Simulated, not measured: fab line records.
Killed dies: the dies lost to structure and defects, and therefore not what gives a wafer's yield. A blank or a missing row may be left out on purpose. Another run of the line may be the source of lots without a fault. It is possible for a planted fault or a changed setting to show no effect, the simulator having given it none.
fab line records | flow n5_finfet
[record] lots = 24 wafers = 72 last_day = 17
route steps=1938 shown BEOL_M7@1297 BEOL_M8@1336
lots with no fault: from the same line, run without faults
start_h: hours from the record's first day to the start of the lot's first wafer shown | wait_h: time in hours since the lot's previous step | " same as the row above | L1.1+2: several wafers, shown together as one row | - value missing, or start not given | * or withheld: withheld | < > ~ a bound
route shown NAME@n: names a module that has steps shown in the file, with the first one's number in the route | usual: mean/standard deviation of fault-free wafers | same: alike in all rows | chamber/n: place in a boat | sites: each site's reading | _std_site: standard deviation of those values | _edge_site: inner sites' mean taken away from outer sites' mean | radius_mm: how far each site lies from the wafer's centre | mask NAME#n: copy n | behind: the last tool/chamber to shape the wafer | hold: reason for holding the lot/hours on hold/outcome of the hold | device: which transistor (n, p or np) failed to switch | end of line: the tests these same wafers got at the end of their route | a step given without rows: its recipe and nothing more | killed: not the wafer's yield, but the dies lost to structure and defects at the first sort | map: shows each die of a wafer: x if killed, . if not, _ if none is there
set.NAME: the setting as run; set.NAME@STEP: as run at that earlier step | model.NAME: the simulator's own value behind a step, which no gauge read
steps of the route over a sample of lots; a table a step, a row a wafer
services: a tool's chamber out of use, with start hour (start_h, from the record's first day; less than 0 if before it), hours out, and reason
[[steps]]
[step N5_BEOL_M7_OVL_MEAS_29]
[recipe] points_per_wafer = 522
[usual] V6_OVL = 1.0/0.59
// columns lot.wafer tool chamber start_h wait_h V6_OVL[nm]
L074.1 overlay-01 0 192.84 0.0 1.4
L074.2 " 0 " " 0.8
L074.3 " 0 " " 1.0
L075.1 overlay-02 0 200.34 0.0 1.7
L075.3 " 0 " " 1.2
L075.5 " 0 " " 0.7
L076.1 overlay-01 0 219.71 0.0 1.4
L076.4 " 0 " " 1.0
L076.5 " 0 " " 1.4
L078.1 overlay-02 0 219.75 0.0 0.7
L078.5 " 0 " " 1.0
L078.6 " 0 " " 0.4
L077.1 overlay-01 0 219.80 0.0 1.1
L077.3 " 0 " " 0.9
L077.5 " 0 " " 1.0
L079.1 overlay-01 0 226.82 0.0 0.8
L079.3 " 0 " " 0.7
L079.5 " 0 " " 1.6
L081.1 overlay-01 0 234.33 0.0 1.5
L081.3 " 0 " " 1.1
L081.5 " 0 " " 0.5
L080.2 overlay-02 0 234.38 0.0 1.7
L080.3 " 0 " " 1.3
L080.6 " 0 " " 1.9
L082.2 overlay-01 0 234.55 0.0 0.6
L082.3 " 0 " " 0.2
L082.5 " 0 " " 0.6
L083.2 overlay-01 0 246.51 0.0 -0.3
L083.3 " 0 " " 0.9
L083.6 " 0 " " 0.6
L086.1 overlay-01 0 269.41 0.0 0.3
L086.3 " 0 " " 1.0
L086.4 " 0 " " 1.5
L084.1 overlay-01 0 270.59 0.0 0.5
L084.5 " 0 " " 1.1
L084.6 " 0 " " 0.4
L085.2 overlay-01 0 273.96 0.0 1.3
L085.3 " 0 " " 1.9
L085.4 " 0 " " 1.5
L088.2 overlay-02 0 279.35 0.0 1.0
L088.3 " 0 " " 1.4
L088.5 " 0 " " 0.9
L087.2 overlay-01 0 279.52 0.0 -0.3
L087.3 " 0 " " -0.2
L087.5 " 0 " " 0.5
L089.1 overlay-01 0 296.05 0.0 0.7
L089.2 " 0 " " 1.0
L089.3 " 0 " " 0.9
L090.1 overlay-02 0 296.09 0.0 1.5
L090.5 " 0 " " 2.4
L090.6 " 0 " " 0.9
L092.1 overlay-01 0 303.21 0.0 -0.9
L092.2 " 0 " " 0.7
L092.4 " 0 " " 1.2
L091.1 overlay-02 0 305.71 0.0 0.9
L091.3 " 0 " " 0.4
L091.6 " 0 " " 2.3
L094.2 overlay-02 0 313.37 0.0 1.3
L094.5 " 0 " " 1.1
L094.6 " 0 " " 1.6
L093.3 overlay-02 0 314.93 0.0 1.4
L093.5 " 0 " " 2.1
L093.6 " 0 " " 0.7
L096.4 overlay-01 0 328.02 0.0 1.5
L096.5 " 0 " " 1.7
L096.6 " 0 " " 1.2
L095.1 overlay-01 0 328.78 0.0 1.1
L095.2 " 0 " " 0.8
L095.4 " 0 " " 1.6
L097.1 overlay-01 0 337.45 0.0 1.2
L097.2 " 0 " " 1.9
L097.6 " 0 " " 0.3
[step N5_BEOL_M7_VIA_ETCH_34]
[recipe] chemistry = C4F6/O2 target = SiCOH_lowk target_depth_a = 1255 mask_material = SOC taper_deg = 4 time_s = 50.5 ion_energy_ev = 250 pressure_mtorr = 30 source_w = 345 bias_w = 185 Ar_flow_sccm = 300 C4F6_flow_sccm = 10 O2_flow_sccm = 10
[usual] drypump_motor_current_A = 5.8/0.49 mfc_ar_sccm = 300.0/0.87 oes_product_au = 0.74/0.073 rf_vpp_V = 666/7.4 showerhead_plenum_p_Torr = 2.84/0.1 throttle_valve_pct = 20.92/0.16
[same] time_s = 50.5
// columns lot.wafer tool chamber start_h wait_h drypump_motor_current_A mfc_ar_sccm oes_product_au rf_hours_counter_h rf_vpp_V showerhead_plenum_p_Torr throttle_valve_pct
L074.1 rie_diel-03 0 193.11 0.0 5.9 300.7 0.70 239 667 2.71 21.08
L074.2 " 1 " " 6.5 299.1 0.72 185 664 2.81 20.90
L074.3 " 2 " " 5.3 300.0 0.72 198 661 2.82 20.67
L075.1 rie_diel-03 1 200.74 0.0 6.5 300.5 0.72 188 663 2.81 20.89
L075.3 " 2 " " 5.3 301.0 0.72 201 662 2.82 20.67
L075.5 " 2 " " 5.3 299.6 0.71 - 660 2.82 20.66
L076.1 rie_diel-03 0 220.17 0.0 5.9 298.7 0.69 248 666 2.71 21.11
L076.4 " 3 " " 5.3 299.1 0.72 184 663 2.72 21.09
L076.5 " 1 " " 6.5 301.8 0.71 - 661 2.81 20.91
L078.1 rie_diel-04 3 220.18 0.0 5.9 298.3 0.70 189 678 2.96 20.97
L078.5 " 2 " " 5.4 300.1 0.74 - 656 2.84 20.87
L078.6 " 1 " " 6.0 300.0 0.71 - 660 2.95 20.95
L077.1 rie_diel-03 2 220.57 0.0 5.3 298.3 0.71 206 661 2.82 20.68
L077.3 " 0 " " 5.9 300.0 0.69 248 668 2.71 21.12
L077.5 " 2 " " 5.3 299.1 0.71 - 661 2.82 20.68
L079.1 rie_diel-03 3 227.09 0.0 5.3 301.3 0.72 187 663 2.72 21.13
L079.3 " 1 " " 6.5 300.1 0.72 196 662 2.81 20.92
L079.5 " 2 " " 5.3 300.9 0.72 - 661 2.82 20.69
L081.1 rie_diel-02 2 235.00 0.0 6.1 299.5 0.72 178 663 2.82 20.70
L081.3 " 0 " " 5.1 299.8 0.78 118 678 2.98 20.84
L081.5 " 0 " " 5.1 299.5 0.79 - 677 2.98 20.83
L080.2 rie_diel-04 1 235.06 0.0 6.0 300.2 0.71 175 659 2.94 20.96
L080.3 " 2 " " 5.4 300.6 0.74 167 658 2.83 20.88
L080.6 " 1 " " 6.0 300.5 0.72 - 660 2.94 20.95
L082.2 rie_diel-03 2 235.27 0.0 5.3 299.6 0.71 212 661 2.81 20.68
L082.3 " 3 " " 5.3 301.1 0.71 190 664 2.72 21.12
L082.5 " 3 " " 5.3 300.0 0.72 - 664 2.72 21.11
L083.2 rie_diel-02 0 246.78 0.0 5.1 300.3 0.78 121 678 2.98 20.82
L083.3 " 1 " " 6.1 299.5 0.73 167 663 2.73 20.83
L083.6 " 1 " " 6.1 299.6 0.73 - 663 2.73 20.84
L086.1 rie_diel-03 0 269.68 0.0 5.9 297.8 0.95 6 681 3.04 20.75
L086.3 " 1 " " 6.5 301.3 0.69 210 663 2.80 20.94
L086.4 " 2 " " 5.3 299.8 0.69 224 660 2.81 20.70
L084.1 rie_diel-03 2 270.87 0.0 5.3 300.9 0.70 224 660 2.81 20.68
L084.5 " 3 " " 5.3 299.7 0.70 - 662 2.72 21.13
L084.6 " 2 " " 5.3 299.9 0.70 - 660 2.81 20.69
L085.2 rie_diel-03 1 274.22 0.0 6.5 299.6 0.71 212 662 2.80 20.97
L085.3 " 0 " " 5.9 299.9 0.94 7 678 3.04 20.74
L085.4 " 3 " " 5.3 300.3 0.71 203 663 2.72 21.14
L088.2 rie_diel-04 2 279.62 0.0 5.4 299.8 0.72 175 658 2.83 20.91
L088.3 " 0 " " 6.3 299.1 0.70 242 673 2.71 21.36
L088.5 " 0 " " 6.3 300.9 0.69 - 675 2.71 21.32
L087.2 rie_diel-02 0 279.95 0.0 5.1 299.5 0.77 132 676 2.98 20.86
L087.3 " 3 " " 6.6 301.6 0.92 23 675 2.91 20.79
L087.5 " 3 " " 6.6 300.5 0.91 - 673 2.91 20.81
L089.1 rie_diel-04 0 296.32 0.0 6.3 299.8 0.71 248 674 2.71 21.35
L089.2 " 3 " " 5.9 299.6 0.69 213 675 2.95 20.98
L089.3 " 1 " " 6.0 299.4 0.69 194 658 2.93 20.97
L090.1 rie_diel-02 3 296.70 0.0 6.7 299.5 0.91 27 674 2.91 20.80
L090.5 " 1 " " 6.2 298.6 0.73 - 662 2.73 20.86
L090.6 " 0 " " 5.1 300.6 0.76 - 677 2.97 20.86
L092.1 rie_diel-02 0 303.48 0.0 5.1 299.6 0.77 138 677 2.97 20.87
L092.2 " 2 " " 6.1 299.4 0.70 197 664 2.81 20.74
L092.4 " 3 " " 6.6 299.8 0.91 29 674 2.91 20.80
L091.1 rie_diel-03 3 305.98 0.0 5.3 300.1 0.69 212 662 2.71 21.16
L091.3 " 2 " " 5.3 299.6 0.68 236 660 2.80 20.71
L091.6 " 2 " " 5.3 300.0 0.68 - 659 2.80 20.72
L094.2 rie_diel-04 1 313.63 0.0 6.0 300.3 0.69 201 658 2.93 20.98
L094.5 " 1 " " 6.0 301.0 0.69 - 661 2.93 20.98
L094.6 " 2 " " 5.4 300.1 0.72 - 657 2.83 20.91
L093.3 rie_diel-04 3 315.19 0.0 6.0 300.1 0.68 221 676 2.94 21.01
L093.5 " 1 " " 6.0 299.8 0.69 - 658 2.93 20.99
L093.6 " 2 " " 5.4 299.4 0.72 - 657 2.82 20.91
L096.4 rie_diel-03 3 328.27 0.0 5.3 300.6 0.70 219 663 2.71 21.15
L096.5 " 3 " " 5.3 300.4 0.69 - 662 2.71 21.14
L096.6 " 2 " " 5.3 299.0 0.68 - 660 2.80 20.72
L095.1 rie_diel-03 1 330.41 0.0 6.5 300.2 0.69 231 662 2.79 20.96
L095.2 " 3 " " 5.3 299.0 0.69 220 664 2.71 21.17
L095.4 " 0 " " 5.9 299.7 0.89 24 679 3.03 20.77
L097.1 rie_diel-04 1 337.73 0.0 6.0 301.6 0.69 208 658 2.93 20.99
L097.2 " 3 " " 5.9 300.0 0.68 229 677 2.94 21.02
L097.6 " 0 " " 6.3 299.1 0.99 - 687 3.04 20.98
[step N5_BEOL_M7_TRENCH_ETCH_37]
[recipe] chemistry = C4F6/O2 target_depth_a = 934.78 target = SiCOH_lowk time_s = 31.2 ion_energy_ev = 250 pressure_mtorr = 30 source_w = 345 bias_w = 185 Ar_flow_sccm = 300 C4F6_flow_sccm = 10 O2_flow_sccm = 10
[usual] drypump_motor_current_A = 5.8/0.5 mfc_ar_sccm = 300.1/0.81 oes_product_au = 0.74/0.073 rf_vpp_V = 666/7.5 showerhead_plenum_p_Torr = 2.84/0.1 throttle_valve_pct = 20.95/0.16
[same] time_s = 31.2
// columns lot.wafer tool chamber start_h wait_h drypump_motor_current_A mfc_ar_sccm oes_product_au rf_hours_counter_h rf_vpp_V showerhead_plenum_p_Torr throttle_valve_pct
L074.1 rie_diel-03 0 - - 5.9 299.9 0.69 239 668 2.71 21.11
L074.2 " 1 " " 6.5 299.4 0.73 185 663 2.81 20.92
L074.3 " 2 " " 5.3 298.5 0.72 198 659 2.82 20.68
L075.1 rie_diel-03 1 - - 6.5 299.0 0.72 188 662 2.81 20.93
L075.3 " 2 " " 5.3 300.7 0.71 201 660 2.82 20.69
L075.5 " 2 " " 5.3 299.6 0.71 - 661 2.82 20.70
L076.1 rie_diel-03 0 - - 5.9 300.5 0.70 248 666 2.71 21.13
L076.4 " 3 " " 5.3 299.8 0.72 184 663 2.72 21.16
L076.5 " 1 " " 6.5 299.5 0.72 - 663 2.81 20.93
L078.1 rie_diel-04 3 - - 6.0 299.7 0.70 189 677 2.96 20.99
L078.5 " 2 " " 5.4 301.0 0.75 - 657 2.84 20.91
L078.6 " 1 " " 6.0 300.8 0.72 - 660 2.95 20.96
L077.1 rie_diel-03 2 - - 5.3 299.7 0.70 206 661 2.82 20.69
L077.3 " 0 " " 5.9 300.1 0.68 248 666 2.71 21.14
L077.5 " 2 " " 5.3 300.6 0.71 - 660 2.82 20.69
L079.1 rie_diel-03 3 - - 5.3 300.1 0.72 187 662 2.72 21.14
L079.3 " 1 " " 6.5 300.1 0.71 196 663 2.80 20.96
L079.5 " 2 " " 5.3 301.7 0.71 - 659 2.82 20.72
L081.1 rie_diel-02 2 - - 6.1 300.3 0.71 178 662 2.82 20.71
L081.3 " 0 " " 5.1 299.5 0.78 118 679 2.98 20.87
L081.5 " 0 " " 5.1 299.7 0.78 - 680 2.98 20.85
L080.2 rie_diel-04 1 - - 6.0 299.6 0.71 175 660 2.94 20.98
L080.3 " 2 " " 5.4 300.2 0.73 167 657 2.83 20.92
L080.6 " 1 " " 6.0 299.3 0.72 - 661 2.94 20.99
L082.2 rie_diel-03 2 - - 5.3 298.1 0.71 212 660 2.81 20.70
L082.3 " 3 " " 5.3 299.9 0.71 190 662 2.72 21.16
L082.5 " 3 " " 5.3 299.7 0.72 - 664 2.72 21.16
L083.2 rie_diel-02 0 - - 5.1 300.2 0.77 122 679 2.98 20.87
L083.3 " 1 " " 6.2 300.2 0.73 167 662 2.73 20.85
L083.6 " 1 " " 6.1 301.4 0.73 - 663 2.73 20.85
L086.1 rie_diel-03 0 - - 5.9 299.9 0.95 6 679 3.04 20.79
L086.3 " 1 " " 6.5 300.6 0.70 210 663 2.80 20.96
L086.4 " 2 " " 5.3 300.5 0.70 224 660 2.81 20.72
L084.1 rie_diel-03 2 - - 5.3 299.7 0.70 224 660 2.81 20.72
L084.5 " 3 " " 5.3 301.2 0.71 - 662 2.72 21.16
L084.6 " 2 " " 5.3 300.9 0.70 - 661 2.81 20.73
L085.2 rie_diel-03 1 - - 6.5 299.1 0.69 212 662 2.80 20.97
L085.3 " 0 " " 5.9 299.8 0.95 7 679 3.04 20.78
L085.4 " 3 " " 5.3 299.8 0.70 203 663 2.72 21.17
L088.2 rie_diel-04 2 - - 5.4 300.3 0.73 175 657 2.83 20.91
L088.3 " 0 " " 6.3 301.0 0.70 242 674 2.71 21.38
L088.5 " 0 " " 6.4 300.2 0.70 - 674 2.71 21.37
L087.2 rie_diel-02 0 - - 5.1 299.1 0.77 132 678 2.98 20.87
L087.3 " 3 " " 6.6 300.3 0.92 23 674 2.91 20.83
L087.5 " 3 " " 6.6 299.8 0.92 - 676 2.91 20.83
L089.1 rie_diel-04 0 - - 6.3 301.6 0.69 248 674 2.71 21.35
L089.2 " 3 " " 6.0 298.7 0.68 213 677 2.95 21.03
L089.3 " 1 " " 6.0 301.0 0.69 194 660 2.94 20.99
L090.1 rie_diel-02 3 - - 6.7 299.5 0.91 27 675 2.91 20.83
L090.5 " 1 " " 6.2 300.1 0.73 - 663 2.73 20.89
L090.6 " 0 " " 5.1 301.1 0.77 - 678 2.97 20.89
L092.1 rie_diel-02 0 - - 5.1 300.2 0.77 138 678 2.97 20.90
L092.2 " 2 " " 6.1 301.6 0.70 197 663 2.81 20.76
L092.4 " 3 " " 6.6 301.8 0.90 29 674 2.91 20.84
L091.1 rie_diel-03 3 - - 5.3 300.0 0.71 212 664 2.71 21.20
L091.3 " 2 " " 5.3 299.4 0.69 236 659 2.80 20.75
L091.6 " 2 " " 5.3 299.5 0.70 - 660 2.80 20.76
L094.2 rie_diel-04 1 - - 6.0 300.8 0.69 201 659 2.93 21.01
L094.5 " 1 " " 6.0 301.6 0.69 - 661 2.93 21.01
L094.6 " 2 " " 5.4 299.9 0.72 - 657 2.82 20.94
L093.3 rie_diel-04 3 - - 5.9 299.2 0.68 221 677 2.94 21.04
L093.5 " 1 " " 6.0 299.1 0.69 - 659 2.93 21.01
L093.6 " 2 " " 5.4 300.3 0.72 - 655 2.82 20.95
L096.4 rie_diel-03 3 - - 5.3 299.0 0.70 219 661 2.71 21.19
L096.5 " 3 " " 5.3 301.0 0.70 - 664 2.71 21.21
L096.6 " 2 " " 5.3 300.5 0.69 - 659 2.80 20.76
L095.1 rie_diel-03 1 - - 6.5 300.8 0.68 231 663 2.79 21.00
L095.2 " 3 " " 5.3 300.9 0.69 220 663 2.71 21.19
L095.4 " 0 " " 5.9 300.8 0.90 24 679 3.03 20.81
L097.1 rie_diel-04 1 - - 6.0 298.5 0.68 208 660 2.93 21.03
L097.2 " 3 " " 5.9 300.7 0.69 229 676 2.94 21.03
L097.6 " 0 " " 6.3 300.1 0.99 - 684 3.04 21.02
[step N5_BEOL_M7_OCD_MEAS_38]
[usual] trench_depth_nm = 93.1/1.5
// columns lot.wafer tool chamber start_h wait_h trench_depth_nm
L074.1 ocd-01 - 193.36 - 93.7
L074.2 " - " " 93.8
L074.3 " - " " 92.2
L075.1 ocd-01 - 200.98 - 94.5
L075.3 " - " " 92.9
L075.5 " - " " 93.0
L076.1 ocd-02 - 220.42 - 94.6
L076.4 " - " " 91.7
L076.5 " - " " 94.8
L078.1 ocd-01 - 220.43 - 93.3
L078.5 " - " " 94.0
L078.6 " - " " 95.4
L077.1 ocd-02 - 220.81 - 91.6
L077.3 " - " " 93.6
L077.5 " - " " 92.1
L079.1 ocd-01 - 227.34 - 92.0
L079.3 " - " " 94.7
L079.5 " - " " 93.6
L081.1 ocd-02 - 235.25 - 90.4
L081.3 " - " " 91.8
L081.5 " - " " 92.4
L080.2 ocd-02 - 235.31 - 93.3
L080.3 " - " " 92.4
L080.6 " - " " 92.8
L082.2 ocd-02 - 235.52 - 93.0
L082.3 " - " " 91.0
L082.5 " - " " 91.7
L083.2 ocd-02 - 247.03 - 91.7
L083.3 " - " " 90.0
L083.6 " - " " 90.2
L086.1 ocd-02 - 269.93 - 95.9
L086.3 " - " " 92.8
L086.4 " - " " 92.4
L084.1 ocd-02 - 271.12 - 92.5
L084.5 " - " " 91.3
L084.6 " - " " 92.3
L085.2 ocd-02 - 274.47 - 93.5
L085.3 " - " " 95.1
L085.4 " - " " 90.6
L088.2 ocd-02 - 279.87 - 93.2
L088.3 " - " " 94.3
L088.5 " - " " 94.9
L087.2 ocd-01 - 280.21 - 93.5
L087.3 " - " " 95.3
L087.5 " - " " 94.4
L089.1 ocd-01 - 296.57 - 94.7
L089.2 " - " " 93.2
L089.3 " - " " 91.5
L090.1 ocd-01 - 296.95 - 95.4
L090.5 " - " " 92.2
L090.6 " - " " 94.1
L092.1 ocd-02 - 303.73 - 93.7
L092.2 " - " " 90.8
L092.4 " - " " 93.9
L091.1 ocd-01 - 306.23 - 92.1
L091.3 " - " " 92.9
L091.6 " - " " 94.0
L094.2 ocd-01 - 313.88 - 93.5
L094.5 " - " " 93.6
L094.6 " - " " 93.5
L093.3 ocd-01 - 315.44 - 93.7
L093.5 " - " " 93.2
L093.6 " - " " 93.5
L096.4 ocd-01 - 328.52 - 91.1
L096.5 " - " " 92.5
L096.6 " - " " 92.7
L095.1 ocd-02 - 330.66 - 93.4
L095.2 " - " " 90.5
L095.4 " - " " 93.3
L097.1 ocd-01 - 337.97 - 93.0
L097.2 " - " " 94.5
L097.6 " - " " 96.4
[step N5_BEOL_M7_CMP_52]
[recipe] stop_on = SiCOH_lowk t_overpolish_s = 6.9 down_force_psi = 1 platen_rpm = 50 clearing_platen_down_force_psi = 1.5 clearing_platen_rpm = 50 post_cmp_clean = cu_alkaline target_thk_nm = 80 clearing_platen_pad_velocity_m_s = 0.99484 pad_velocity_m_s = 0.99484
[usual] barrier_field_endpoint_s = 28.9/0.82 clearing_platen_down_force_psi = 1.500/0.0033 motor_current_A = 5.8/0.55 overpolish_run_s = 6.900/0.008 time_to_endpoint_s = 62/3.7
// columns lot.wafer tool chamber start_h wait_h barrier_field_endpoint_s clearing_platen_down_force_psi motor_current_A overpolish_run_s time_to_endpoint_s
L074.1 cmp-04 3 195.56 0.3 28.7 1.502 6.1 6.906 65
L074.3 " 0 " " 28.0 1.502 5.7 6.906 60
L074.2 " 1 " " 28.6 1.500 4.8 6.898 60
L075.1 cmp-03 3 203.30 0.3 29.0 1.502 5.8 6.905 63
L075.3 " 0 " " 28.2 1.498 7.0 6.899 61
L075.5 " 2 " " 28.3 1.503 5.9 6.907 62
L076.4 cmp-04 1 223.58 0.2 28.3 1.498 4.8 6.895 53
L076.1 " 2 " " 28.5 1.498 6.1 6.910 60
L076.5 " 1 " " 27.6 1.501 4.5 6.892 52
L078.1 cmp-03 3 223.95 0.3 28.3 1.501 5.3 6.889 59
L078.6 " 1 " " 28.4 1.504 6.0 6.905 60
L078.5 " 2 " " 28.5 1.501 6.0 6.896 61
L077.3 cmp-04 3 223.97 0.2 28.1 1.498 5.8 6.903 63
L077.1 " 1 " " 27.5 1.499 4.7 6.897 58
L077.5 " 3 " " 28.6 1.499 6.0 6.912 62
L079.3 cmp-04 1 229.91 0.2 28.3 1.500 4.8 6.919 57
L079.1 " 3 " " 27.8 1.501 5.8 6.900 61
L079.5 " 1 " " 28.1 1.500 4.8 6.906 56
L081.3 cmp-02 2 237.75 0.2 28.4 1.500 6.5 6.892 62
L081.1 " 3 " " 28.3 1.499 6.9 6.894 64
L081.5 " 1 " " 28.1 1.503 5.8 6.899 64
L080.3 cmp-02 3 237.94 0.4 28.2 1.501 6.5 6.910 59
L080.2 " 1 " " 27.0 1.499 5.7 6.902 58
L080.6 " 3 " " 28.8 1.502 6.6 6.885 60
L082.2 cmp-02 2 238.16 0.4 30.3 1.498 6.1 6.905 66
L082.3 " 0 " " 29.5 1.498 5.7 6.908 67
L082.5 " 1 " " 29.3 1.492 5.8 6.909 63
L083.2 cmp-03 0 249.43 0.3 28.7 1.501 6.9 6.919 58
L083.3 " 1 " " 30.1 1.504 5.6 6.899 65
L083.6 " 3 " " 29.5 1.505 5.6 6.904 61
L086.4 cmp-04 3 272.60 0.2 30.5 1.501 5.8 6.909 65
L086.1 " 0 " " 28.4 1.503 6.1 6.903 61
L086.3 " 1 " " 28.6 1.496 4.7 6.909 61
L084.1 cmp-03 0 274.68 0.6 28.2 1.499 6.8 6.889 57
L084.6 " 1 " " 29.8 1.499 5.6 6.904 68
L084.5 " 2 " " 29.9 1.501 6.1 6.904 65
L085.3 cmp-03 1 280.57 0.2 28.4 1.505 5.5 6.898 61
L085.2 " 2 " " 28.3 1.500 5.7 6.894 60
L085.4 " 3 " " 28.6 1.495 5.4 6.898 60
L088.3 cmp-03 2 282.01 0.2 28.7 1.497 6.3 6.903 65
L088.2 " 3 " " 28.0 1.504 5.4 6.900 61
L088.5 " 1 " " 29.6 1.507 5.8 6.912 62
L087.3 cmp-02 3 282.56 0.2 28.0 1.494 6.6 6.908 54
L087.2 " 1 " " 27.3 1.500 5.8 6.895 54
L087.5 " 3 " " 29.0 1.500 6.8 6.907 59
L089.3 cmp-02 0 299.05 0.2 28.2 1.502 5.6 6.902 56
L089.1 " 1 " " 27.6 1.492 5.9 6.903 55
L089.2 " 2 " " 28.2 1.499 6.3 6.890 60
L090.1 cmp-04 1 299.77 0.4 27.9 1.500 4.6 6.900 59
L090.5 " 2 " " 29.3 1.497 5.8 6.882 63
L090.6 " 3 " " 31.2 1.497 5.8 6.905 67
L092.4 cmp-04 0 305.95 0.1 27.9 1.504 5.6 6.898 61
L092.2 " 1 " " 27.9 1.503 4.8 6.904 59
L092.1 " 3 " " 28.3 1.503 6.0 6.892 65
L091.1 cmp-02 1 309.56 0.3 28.0 1.497 5.6 6.887 58
L091.3 " 3 " " 27.6 1.496 6.6 6.888 60
L091.6 " 1 " " 27.9 1.500 5.5 6.896 60
L094.2 cmp-04 1 316.96 0.8 28.9 1.493 4.8 6.900 67
L094.6 " 0 " " 29.7 1.498 5.7 6.906 63
L094.5 " 1 " " 29.4 1.499 4.7 6.898 63
L093.3 cmp-04 1 318.99 0.2 29.3 1.500 4.6 6.899 63
L093.6 " 3 " " 29.6 1.502 6.0 6.899 66
L093.5 " 0 " " 29.2 1.498 6.1 6.890 64
L096.4 cmp-04 1 330.43 0.2 29.4 1.502 4.5 6.900 63
L096.5 " 3 " " 30.5 1.502 5.5 6.901 71
L096.6 " 0 " " 29.0 1.497 5.7 6.890 62
L095.1 cmp-04 3 333.19 0.3 30.0 1.496 5.9 6.884 67
L095.4 " 1 " " 29.3 1.499 4.6 6.902 62
L095.2 " 2 " " 28.9 1.507 5.9 6.888 63
L097.1 cmp-03 0 340.36 0.3 28.7 1.496 6.6 6.917 59
L097.2 " 2 " " 28.5 1.507 6.2 6.903 62
L097.6 " 3 " " 29.3 1.502 5.7 6.908 61
[step N5_BEOL_M8_HM_DEP_02]
[recipe] material = TiN target_thk_a = 200 temp_c = 25 chamber_pressure_pa = 0.49996
[usual] throttle_valve_pct = 29.5/1.3
// columns lot.wafer tool chamber start_h wait_h throttle_valve_pct
L074.1 pvd_sputter-02 - 197.27 0.6 30.8
L074.2 " - " " 31.0
L074.3 " - " " 30.7
L075.1 pvd_sputter-03 - 206.44 2.0 28.6
L075.3 " - " " 30.9
L075.5 " - " " 28.5
L076.1 pvd_sputter-01 - 226.00 1.3 30.3
L076.4 " - " " 29.1
L076.5 " - " " 30.5
L078.1 pvd_sputter-03 - 226.35 1.2 30.5
L078.5 " - " " 28.6
L078.6 " - " " 28.4
L077.1 pvd_sputter-01 - 226.36 1.0 30.4
L077.3 " - " " 31.7
L077.5 " - " " 27.9
L079.1 pvd_sputter-03 - 232.05 1.1 28.1
L079.3 " - " " 30.8
L079.5 " - " " 28.7
L081.1 pvd_sputter-03 - 240.23 1.4 28.5
L081.3 " - " " 30.8
L081.5 " - " " 30.6
L080.2 pvd_sputter-03 - 240.33 1.3 28.3
L080.3 " - " " 30.9
L080.6 " - " " 28.9
L082.2 pvd_sputter-03 - 240.75 1.0 28.5
L082.3 " - " " 28.4
L082.5 " - " " 30.6
L083.2 pvd_sputter-01 - 253.49 3.0 27.7
L083.3 " - " " 29.2
L083.6 " - " " 31.6
L086.1 pvd_sputter-01 - 274.85 1.2 28.8
L086.3 " - " " 27.8
L086.4 " - " " 31.6
L084.1 pvd_sputter-01 - 279.89 4.2 30.2
L084.5 " - " " 30.5
L084.6 " - " " 31.7
L085.2 pvd_sputter-01 - 281.80 0.2 29.2
L085.3 " - " " 28.0
L085.4 " - " " 31.4
L088.2 pvd_sputter-01 - 284.42 1.3 28.1
L088.3 " - " " 31.7
L088.5 " - " " 27.8
L087.2 pvd_sputter-01 - 284.52 0.8 28.3
L087.3 " - " " 31.8
L087.5 " - " " 31.9
L089.1 pvd_sputter-03 - 301.59 1.5 28.3
L089.2 " - " " 30.6
L089.3 " - " " 28.6
L090.1 pvd_sputter-01 - 302.02 0.7 28.1
L090.5 " - " " 30.5
L090.6 " - " " 27.9
L092.1 pvd_sputter-01 - 308.51 1.2 31.4
L092.2 " - " " 30.4
L092.4 " - " " 27.8
L091.1 pvd_sputter-03 - 312.25 1.6 31.0
L091.3 " - " " 28.7
L091.6 " - " " 28.5
L094.2 pvd_sputter-02 - 318.66 0.6 30.7
L094.5 " - " " 30.7
L094.6 " - " " 30.9
L093.3 pvd_sputter-03 - 320.72 0.7 28.5
L093.5 " - " " 28.6
L093.6 " - " " 28.4
L096.4 pvd_sputter-03 - 332.90 0.9 28.7
L096.5 " - " " 30.7
L096.6 " - " " 28.2
L095.1 pvd_sputter-01 - 337.85 3.5 28.0
L095.2 " - " " 29.0
L095.4 " - " " 31.7
L097.1 pvd_sputter-01 - 343.67 1.8 28.0
L097.2 " - " " 31.7
L097.6 " - " " 28.0
[[services]]
// columns tool chamber start_h hours kind
cmp-03 - 172.84 7.8 repair
cmp-03 - 183.94 1.6 repair
cmp-03 - 206.66 7.8 pm
rie_diel-02 3 210.65 2.9 repair
rie_diel-03 0 225.48 - clean
rie_diel-03 0 225.48 - consumable_replace:focus_ring
rie_diel-03 0 225.48 - consumable_replace:showerhead
rie_diel-03 0 225.48 21.1 scheduled_down
rie_diel-03 0 225.48 21.1 vent_cycle
cmp-03 - 237.81 4.0 pm
rie_diel-04 2 248.97 8.5 repair
rie_diel-02 3 249.69 7.0 repair
cmp-03 - 265.33 1.6 repair
pvd_sputter-03 - 279.46 4.2 repair
rie_diel-04 0 303.73 - clean
rie_diel-04 0 303.73 - consumable_replace:focus_ring
rie_diel-04 0 303.73 - consumable_replace:showerhead
rie_diel-04 0 303.73 17.6 scheduled_down
cmp-03 - 306.77 5.1 pm
cmp-02 - 313.69 4.0 pm
rie_diel-04 2 316.38 2.4 repair
cmp-02 - 320.54 0.4 repair
rie_diel-02 1 327.06 13.8 repair
rie_diel-03 2 333.27 7.1 repair
[[key]]
fault none
